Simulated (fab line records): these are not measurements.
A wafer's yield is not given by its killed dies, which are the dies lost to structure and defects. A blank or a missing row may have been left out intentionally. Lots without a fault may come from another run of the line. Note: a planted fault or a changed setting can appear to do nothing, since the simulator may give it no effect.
A lot that was struck, set against a sound lot + flow nandHarc + 14 out of 1159 route steps
Sound: these wafers, L319.2, L319.4, L319.5. Struck: wafer L326.2. (L326.1, L326.6 of the same lot were not struck and are left out.) The cause comes at the end.
At each step with rows: each side's tool, then ch and its chambers, then its first start. Under that, the readings that differ: sound wafers + struck wafers + difference of the means + sigmas: that difference in standard deviations of wafers without a fault.
alike: same words and numbers on both sides, and readings whose means sit less than 2 such deviations apart. not compared: any withheld reading, any reading some wafer has no value for, any bound like >300 that may hide the same value, and any number with overlapping values for which the record gives no deviation.
A row with sigmas, a row that says differs or no value, or rows on one side alone: a step with any of these is where the two part. Numbers that have no deviation but don't overlap get no sigmas and don't part them. A reading that every wafer of one side lacks parts them only if that side has two wafers or more.

NHARC_A_CONTACT_INSPECT_10:
  sound on defectInspect-01, day 18 09:59; struck on defectInspect-02, day 19 02:53
  alike: rawDefectCount
then, 2 steps without rows for these wafers: NHARC_A_CONTACT_DESCUM_13 (chemistry O2, time 3 s); NHARC_A_CONTACT_ETCH_88 (etches the open film in CF4, target depth 39 nm, time 65 s).
NHARC_A_CONTACT_ETCH_89: etches the open film in N2/H2, target depth 260 nm, time 475.3 s.
  sound on rieDiel-07 ch 1,2,3; struck on rieDiel-08 ch 0
  alike: biasW, chamberPressureMTorr, drypumpMotorCurrentA, oesProductAu, rfFwdPowerW, rfVppV, runLengthS, showerheadPlenumPTorr, throttleValvePct
  not compared: rfHoursCounterH
NHARC_A_CONTACT_ETCH_30: etches the open film in CF4/CHF3, target depth 60.5 nm, time 30.2 s.
  sound on rieDiel-07 ch 0,1; struck on rieDiel-08 ch 0
| reading                  | sound             | struck | difference | sigmas |
|--------------------------|-------------------|--------|------------|--------|
| drypumpMotorCurrentA (A) | 4.8 4.8 4.8       | 6.0    | +1.2       | +3     |
| oesProductAu (a.u.)      | 0.966 0.981 0.969 | 0.929  | -0.043     | -2     |
  alike: biasW, chamberPressureMTorr, rfFwdPowerW, rfVppV, runLengthS, showerheadPlenumPTorr, throttleValvePct
  not compared: rfHoursCounterH
then, 3 steps without rows for these wafers: NHARC_A_CONTACT_ETCH_31 (etches the open film in O2/COS, target depth 2000 nm, time 520 s); NHARC_A_CONTACT_ETCH_134 (etches the open film in C4F8/O2/Ar, time 140 s, target depth 700 nm); NHARC_A_CONTACT_ETCH_135 (etches the open film in C4F8/O2/Ar, time 132 s, target depth 1287 nm).
NHARC_A_CONTACT_ETCH_136: etches the open film in C4F8/O2/Ar, time 132 s, target depth 1287 nm.
  sound on harCapEtch-01 ch 0,1, day 18 11:28; struck on harCapEtch-02 ch 1, day 19 04:55
  alike: chamberPressureMTorr
  not compared: rfHoursCounterH, runLengthS
NHARC_A_CONTACT_ETCH_137: etches the open film in C4F8/O2/Ar, time 132 s, target depth 1287 nm.
  sound on harCapEtch-01 ch 0,1, day 18 11:35; struck on harCapEtch-02 ch 1, day 19 05:03
  alike: chamberPressureMTorr
  not compared: rfHoursCounterH, runLengthS
NHARC_A_CONTACT_ETCH_138: etches the open film in C4F8/O2/Ar, time 132 s, target depth 1289 nm.
  sound on harCapEtch-01 ch 0,1, day 18 11:42; struck on harCapEtch-02 ch 1, day 19 05:10
  alike: chamberPressureMTorr
  not compared: rfHoursCounterH, runLengthS
then, 1 step without rows for these wafers: NHARC_A_CONTACT_ETCH_139 (etches the open film in C4F8/O2/Ar, time 137 s, target depth 590 nm).
NHARC_A_CONTACT_ETCH_92: etches the open film in CH3F/O2, target depth 40 nm, time 85.7 s.
  sound on rieDiel-08 ch 0,1,2, day 18 12:14; struck on rieDiel-08 ch 2, day 19 05:43
| reading             | sound             | struck | difference | sigmas |
|---------------------|-------------------|--------|------------|--------|
| oesProductAu (a.u.) | 1.008 1.006 0.995 | 0.924  | -0.079     | -3     |
| runLengthS (s)      | 107.0 107.2 107.0 | 77.9   | -29.2      | -62    |
  alike: ch3fFlowSccm, chamberPressureMTorr, drypumpMotorCurrentA, rfVppV, showerheadPlenumPTorr, throttleValvePct
  not compared: biasW, rfFwdPowerW, rfHoursCounterH
then, 1 step without rows for these wafers: NHARC_A_CONTACT_ETCH_98 (etches the open film in C4F6/O2, target depth 20 nm, time 10 s).

WHERE THEY PART
Last at NHARC_A_CONTACT_ETCH_92 as far as this record goes, first at NHARC_A_CONTACT_ETCH_30.

WHY: what the simulator had put in
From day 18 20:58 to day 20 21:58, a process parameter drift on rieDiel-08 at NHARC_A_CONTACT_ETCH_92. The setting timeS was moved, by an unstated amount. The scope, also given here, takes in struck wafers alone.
